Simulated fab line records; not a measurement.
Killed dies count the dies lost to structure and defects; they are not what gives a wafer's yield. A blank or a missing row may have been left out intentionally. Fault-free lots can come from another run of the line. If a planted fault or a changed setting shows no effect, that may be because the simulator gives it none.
What tool caused it? ; flow nandHarc ; 36 wafers from 12 lots sampled at 4 of the route's 1302 steps

## WHAT THE GAUGES READ, wafer by wafer
NHARC_A_CONTACT_CD_MEAS_80.
lot;measured;on;cdNm (nm)
L075;day 21 11:46;cdSem-03;290.1 288.7 289.3
L078;day 22 05:13;cdSem-01;288.6 288.5 288.1
L077;day 23 09:44;cdSem-03;289.9 290.9 290.9
L081;day 24 13:35;cdSem-01;289.2 290.0 289.5
L083;day 25 06:26;cdSem-01;288.2 289.4 288.4
L085;day 25 14:39;cdSem-03;288.3 288.2 289.1
L087;day 26 09:53;cdSem-03;290.2 290.0 290.8
L089;day 26 19:11;cdSem-03;290.3 289.8 290.2
L092;day 28 08:56;cdSem-02;288.8 289.1 289.8
L094;day 29 12:24;cdSem-03;290.6 290.7 290.6
L096;day 30 02:18;cdSem-02;290.0 290.2 290.2
L097;day 30 13:45;cdSem-03;290.0 290.2 289.7

## EACH LOT AND THE TOOL THAT RAN IT (in order: tool; ch and the chambers of the sampled wafers; start)
lot;NHARC_A_CONTACT_ETCH_96;NHARC_A_CONTACT_DEP_58;NHARC_A_CONTACT_ETCH_124
L075;rieDiel-01 ch 0,3, day 21 06:01 or earlier;pecvd-01 ch 0,1,2, day 21 06:01;harCapEtch-03 ch 0,1, day 21 08:33
L078;rieDiel-02 ch 0,1,3, day 21 23:36 or earlier;pecvd-03 ch 0,2, day 21 23:36;harCapEtch-03 ch 0,1, day 22 01:56
L077;rieDiel-02 ch 1,2, day 23 03:50 or earlier;pecvd-04 ch 1,2, day 23 03:50;harCapEtch-03 ch 0,1, day 23 06:29
L081;rieDiel-07 ch 0,2, day 24 08:33 or earlier;pecvd-04 ch 1,2, day 24 08:33;harCapEtch-01 ch 0,1, day 24 11:00
L083;rieDiel-07 ch 0,2, day 25 01:16 or earlier;pecvd-03 ch 0,1,2, day 25 01:16;harCapEtch-03 ch 0,1, day 25 03:43
L085;rieDiel-02 ch 0,1,3, day 25 09:36 or earlier;pecvd-03 ch 1,2, day 25 09:36;harCapEtch-02 ch 0,1, day 25 12:02
L087;rieDiel-07 ch 1,2,3, day 25 21:28;pecvd-01 ch 0,1,2, day 26 04:49;harCapEtch-02 ch 0,1, day 26 07:17
L089;rieDiel-02 ch 0,1,3, day 26 13:43 or earlier;pecvd-03 ch 1,2, day 26 13:43;harCapEtch-03 ch 0,1, day 26 16:37
L092;rieDiel-02 ch 2,3, day 27 23:07;pecvd-04 ch 1,2, day 28 03:31;harCapEtch-02 ch 0,1, day 28 06:20
L094;rieDiel-02 ch 1,2,3, day 29 07:26 or earlier;pecvd-01 ch 0,1,2, day 29 07:26;harCapEtch-02 ch 0,1, day 29 09:51
L096;rieDiel-02 ch 0,2,3, day 29 21:08 or earlier;pecvd-03 ch 0,2, day 29 21:08;harCapEtch-02 ch 0,1, day 29 23:35
L097;rieDiel-02 ch 0,2,3, day 30 08:41 or earlier;pecvd-03 ch 0,1,2, day 30 08:41;harCapEtch-03 ch 0,1, day 30 11:08
- NHARC_A_CONTACT_ETCH_96: etches the open film in C4F6/O2, target depth 20 nm, time 10 s.
- NHARC_A_CONTACT_DEP_58: deposits SiON, target thk 90 nm.
- NHARC_A_CONTACT_ETCH_124: etches the open film in C4F8/O2/Ar, time 140 s, target depth 700 nm.

## THE ANSWER, worked out from the rows above alone
Rule: usual is defined by the lots themselves. Put in order of their means at a reading, lots are off if they are a third of the lots or fewer, leave a main group of 4 or more, and stand apart from it by a gap of 3 or more times the standard deviation of the main group's means; of several such gaps the widest counts. The tables above print the reading to a certain number of digits; a main group whose means all agree to those digits is not used. A lot without any number at a reading at which 4 lots or more have one is off too. Where the step has rows for the other lots, those lots are counted as sound.
No lot is off at any reading shown: from this, nothing can be told.

## WHAT WAS PUT IN BY THE SIMULATOR
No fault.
